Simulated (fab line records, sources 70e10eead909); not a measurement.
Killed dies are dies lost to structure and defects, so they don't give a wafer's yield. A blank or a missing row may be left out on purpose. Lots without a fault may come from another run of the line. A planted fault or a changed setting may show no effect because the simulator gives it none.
Chamber matching | flow nand_harc | NHARC_A_M1_STRIP_18 on rie_diel-07: 4 sister chambers
The step strips in N2/H2. 16 wafers are shown with their chamber, then 8 later ones without.

WAFERS WITH THEIR CHAMBER
wafer  | chamber | drypump_motor_current_A (A) | rf_vpp_V (V) | throttle_valve_pct (%)
L589.1 | 0       | 5.2                         | 89.9         | 14.160
L589.2 | 1       | 6.5                         | 90.5         | 14.172
L589.5 | 3       | 5.8                         | 90.6         | 14.169
L592.1 | 1       | 6.5                         | 90.8         | 14.172
L592.5 | 2       | 5.8                         | 90.6         | 14.173
L592.6 | 3       | 5.8                         | 89.5         | 14.188
L591.2 | 1       | 6.6                         | 92.4         | 14.169
L591.3 | 3       | 5.8                         | 89.0         | 14.166
L591.5 | 2       | 5.8                         | 90.8         | 14.166
L600.1 | 0       | 5.3                         | 90.4         | 14.167
L600.2 | 2       | 5.7                         | 90.1         | 14.148
L600.5 | 3       | 5.8                         | 89.7         | 14.168
L606.1 | 3       | 5.8                         | 91.5         | 14.168
L606.2 | 2       | 5.8                         | 90.4         | 14.161
L606.4 | 1       | 6.5                         | 91.1         | 14.171
L609.2 | 2       | 5.8                         | 90.5         | 14.175

SIGNATURES (means of the wafers above)
reading                 | chamber 0 | chamber 1 | chamber 2 | chamber 3 | scatter within a chamber
drypump_motor_current_A | 5.250     | 6.525     | 5.780     | 5.800     | 0.0413
rf_vpp_V                | 90.150    | 91.200    | 90.480    | 90.060    | 0.732
throttle_valve_pct      | 14.16350  | 14.17100  | 14.16460  | 14.17180  | 0.00833
Rule: a wafer's distance from a chamber is the root of the sum, over the readings, of the square of ((its reading less the chamber's mean) divided by the reading's scatter). The wafer belongs to the nearest chamber; if the next one is less than 2 further off, it can't be placed. The scatter: the root of (the sum of the squares of (reading less its chamber's mean) over the shown wafers, divided by (wafers less chambers)).

WAFERS WITHOUT THEIR CHAMBER
wafer  | drypump_motor_current_A (A) | rf_vpp_V (V) | throttle_valve_pct (%)
L609.5 | 6.5                         | 90.5         | 14.169
L609.6 | 5.8                         | 89.3         | 14.166
L607.1 | 6.5                         | 89.7         | 14.164
L607.4 | 5.8                         | 89.5         | 14.172
L607.6 | 5.8                         | 91.7         | 14.162
L610.1 | 5.8                         | 90.3         | 14.191
L610.3 | 6.5                         | 92.0         | 14.166
L610.4 | 5.2                         | 90.2         | 14.175

WHICH CHAMBER EACH WENT THROUGH
wafer  | from the rows above     | in truth
L609.5 | 1                       | 1
L609.6 | can't be placed: 3 or 2 | 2
L607.1 | 1                       | 1
L607.4 | can't be placed: 3 or 2 | 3
L607.6 | can't be placed: 2 or 3 | 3
L610.1 | can't be placed: 3 or 2 | 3
L610.3 | 1                       | 1
L610.4 | 0                       | 0
Placed correctly: 4 of 8. Can't be placed from these rows: 4 (the true chamber is among the candidates in 4). Placed wrongly: 0.
